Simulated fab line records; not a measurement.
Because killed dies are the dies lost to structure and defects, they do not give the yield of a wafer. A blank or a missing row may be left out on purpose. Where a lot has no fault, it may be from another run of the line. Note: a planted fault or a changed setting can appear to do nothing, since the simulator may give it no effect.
Chamber matching :: flow n5-finfet :: N5_BEOL_M13_ETCH_68 on rie-diel-03: 4 sister chambers
The step etches SOC in N2/H2, time 355 s. 14 wafers are shown with their chamber, then 7 later ones without.

WAFERS PAIRED WITH THEIR CHAMBERS
wafer: L083.2
chamber: 1
showerhead-plenum-p-Torr (Torr): 2.52
throttle-valve-pct (%): 17.73
oes-product-au (a.u.): 0.74

wafer: L083.5
chamber: 3
showerhead-plenum-p-Torr (Torr): 2.62
throttle-valve-pct (%): 18.20
oes-product-au (a.u.): 0.72

wafer: L083.6
chamber: 2
showerhead-plenum-p-Torr (Torr): 2.59
throttle-valve-pct (%): 17.36
oes-product-au (a.u.): 0.93

wafer: L082.2
chamber: 2
showerhead-plenum-p-Torr (Torr): 2.59
throttle-valve-pct (%): 17.37
oes-product-au (a.u.): 0.92

wafer: L082.4
chamber: 3
showerhead-plenum-p-Torr (Torr): 2.62
throttle-valve-pct (%): 18.23
oes-product-au (a.u.): 0.72

wafer: L082.5
chamber: 2
showerhead-plenum-p-Torr (Torr): 2.59
throttle-valve-pct (%): 17.37
oes-product-au (a.u.): 0.92

wafer: L081.2
chamber: 2
showerhead-plenum-p-Torr (Torr): 2.59
throttle-valve-pct (%): 17.37
oes-product-au (a.u.): 0.90

wafer: L081.3
chamber: 0
showerhead-plenum-p-Torr (Torr): 2.61
throttle-valve-pct (%): 18.02
oes-product-au (a.u.): 0.81

wafer: L081.4
chamber: 1
showerhead-plenum-p-Torr (Torr): 2.51
throttle-valve-pct (%): 17.76
oes-product-au (a.u.): 0.74

wafer: L088.1
chamber: 1
showerhead-plenum-p-Torr (Torr): 2.51
throttle-valve-pct (%): 17.77
oes-product-au (a.u.): 0.73

wafer: L088.2
chamber: 2
showerhead-plenum-p-Torr (Torr): 2.59
throttle-valve-pct (%): 17.39
oes-product-au (a.u.): 0.89

wafer: L088.6
chamber: 1
showerhead-plenum-p-Torr (Torr): 2.51
throttle-valve-pct (%): 17.76
oes-product-au (a.u.): 0.73

wafer: L091.1
chamber: 2
showerhead-plenum-p-Torr (Torr): 2.59
throttle-valve-pct (%): 17.39
oes-product-au (a.u.): 0.89

wafer: L091.4
chamber: 1
showerhead-plenum-p-Torr (Torr): 2.51
throttle-valve-pct (%): 17.76
oes-product-au (a.u.): 0.73

SIGNATURES (averages over the wafers above)
reading: showerhead-plenum-p-Torr
chamber 0: 2.6100
chamber 1: 2.5120
chamber 2: 2.5900
chamber 3: 2.6200
scatter within a chamber: 0.00283

reading: throttle-valve-pct
chamber 0: 18.0200
chamber 1: 17.7560
chamber 2: 17.3750
chamber 3: 18.2150
scatter within a chamber: 0.0146

reading: oes-product-au
chamber 0: 0.8100
chamber 1: 0.7340
chamber 2: 0.9083
chamber 3: 0.7200
scatter within a chamber: 0.0127
Rule: distance of a wafer from a chamber = root of the sum over the readings of ((wafer's reading minus chamber's mean) / reading's scatter) squared. The wafer belongs to the nearest chamber; if the next one is less than 2 further off, it can't be placed. The scatter is the square root of a quotient: the sum, over the shown wafers, of each reading's squared deviation from its chamber's mean, divided by wafers minus chambers.

WAFERS WITHOUT THEIR CHAMBER
wafer: L091.5
showerhead-plenum-p-Torr (Torr): 2.59
throttle-valve-pct (%): 17.40
oes-product-au (a.u.): 0.90

wafer: L096.2
showerhead-plenum-p-Torr (Torr): 2.61
throttle-valve-pct (%): 18.27
oes-product-au (a.u.): 0.71

wafer: L096.3
showerhead-plenum-p-Torr (Torr): 2.60
throttle-valve-pct (%): 18.07
oes-product-au (a.u.): 0.79

wafer: L096.4
showerhead-plenum-p-Torr (Torr): 2.58
throttle-valve-pct (%): 17.42
oes-product-au (a.u.): 0.86

wafer: L097.1
showerhead-plenum-p-Torr (Torr): 2.58
throttle-valve-pct (%): 17.42
oes-product-au (a.u.): 0.86

wafer: L097.4
showerhead-plenum-p-Torr (Torr): 2.60
throttle-valve-pct (%): 18.07
oes-product-au (a.u.): 0.79

wafer: L097.6
showerhead-plenum-p-Torr (Torr): 2.51
throttle-valve-pct (%): 17.77
oes-product-au (a.u.): 0.72

CHAMBER TAKEN BY EACH
wafer: L091.5
from the rows above: 2
in truth: 2

wafer: L096.2
from the rows above: 3
in truth: 3

wafer: L096.3
from the rows above: 0
in truth: 0

wafer: L096.4
from the rows above: 2
in truth: 2

wafer: L097.1
from the rows above: 2
in truth: 2

wafer: L097.4
from the rows above: 0
in truth: 0

wafer: L097.6
from the rows above: 1
in truth: 1
Correctly placed: 7 of 7. Left unplaced by these rows: 0. Wrongly placed: 0.
